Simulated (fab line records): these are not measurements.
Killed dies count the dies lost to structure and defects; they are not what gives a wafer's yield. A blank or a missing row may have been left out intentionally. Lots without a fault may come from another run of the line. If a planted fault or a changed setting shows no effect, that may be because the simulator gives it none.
Matching of chambers ; flow n5-finfet ; uv-cure-01 running N5_BEOL_M10_CURE_71: 3 sister chambers
The step cures SiCOH lowk, time 240 s. 18 wafers are shown with their chamber, then 9 later ones without.

## WAFERS, EACH WITH ITS CHAMBER
wafer;chamber;wafer_temp_C_max;lamp-power-pct (%)
L074.1;0;386.5;52.33
L074.3;0;386.4;52.40
L074.6;0;386.5;52.40
L074.2;0;386.8;52.37
L074.4;0;386.4;52.37
L074.5;0;386.6;52.22
L078.1;1;386.9;52.32
L078.3;1;386.5;52.35
L078.4;1;386.7;52.35
L084.1;2;387.1;52.33
L084.4;2;387.4;52.23
L084.6;2;386.7;52.28
L084.2;2;386.9;52.32
L084.3;2;386.0;52.41
L084.5;2;387.4;52.27
L087.1;1;386.6;52.34
L087.2;1;387.4;52.34
L087.5;1;386.6;52.22

SIGNATURES (means of the wafers above)
reading;chamber 0;chamber 1;chamber 2;scatter within a chamber
wafer_temp_C_max;386.533;386.783;386.917;0.37
lamp-power-pct;52.3483;52.3200;52.3067;0.0606
Rule: for a wafer and a chamber, the distance is found by dividing, reading by reading, the gap between the wafer's reading and the chamber's mean by the reading's scatter, squaring, summing and taking the root. If the next closest chamber is less than 2 further off than the closest, the wafer can't be placed; otherwise it belongs to the closest. The scatter: take each reading less its chamber's mean, square it, sum over the shown wafers, divide by the number of wafers less the number of chambers, and take the root.

## WAFERS WHOSE CHAMBER IS MISSING
wafer;wafer_temp_C_max;lamp-power-pct (%)
L086.1;387.5;52.34
L086.5;387.4;52.39
L086.6;386.6;52.31
L086.2;387.4;52.30
L086.3;387.7;52.31
L086.4;387.2;52.38
L097.2;386.5;52.34
L097.3;387.5;52.30
L097.6;386.7;52.29

## CHAMBER TAKEN BY EACH
wafer;from the rows above;in truth
L086.1;can't be placed: 2 or 1 or 0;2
L086.5;can't be placed: 2 or 1 or 0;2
L086.6;can't be placed: 1 or 0 or 2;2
L086.2;can't be placed: 2 or 1 or 0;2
L086.3;can't be placed: 2 or 1 or 0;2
L086.4;can't be placed: 2 or 1 or 0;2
L097.2;can't be placed: 0 or 1 or 2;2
L097.3;can't be placed: 2 or 1 or 0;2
L097.6;can't be placed: 1 or 2 or 0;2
Correctly placed: 0 of 9. From these rows, 9 cannot be placed; in 9 the true chamber is one of the candidates. 0 placed wrongly.
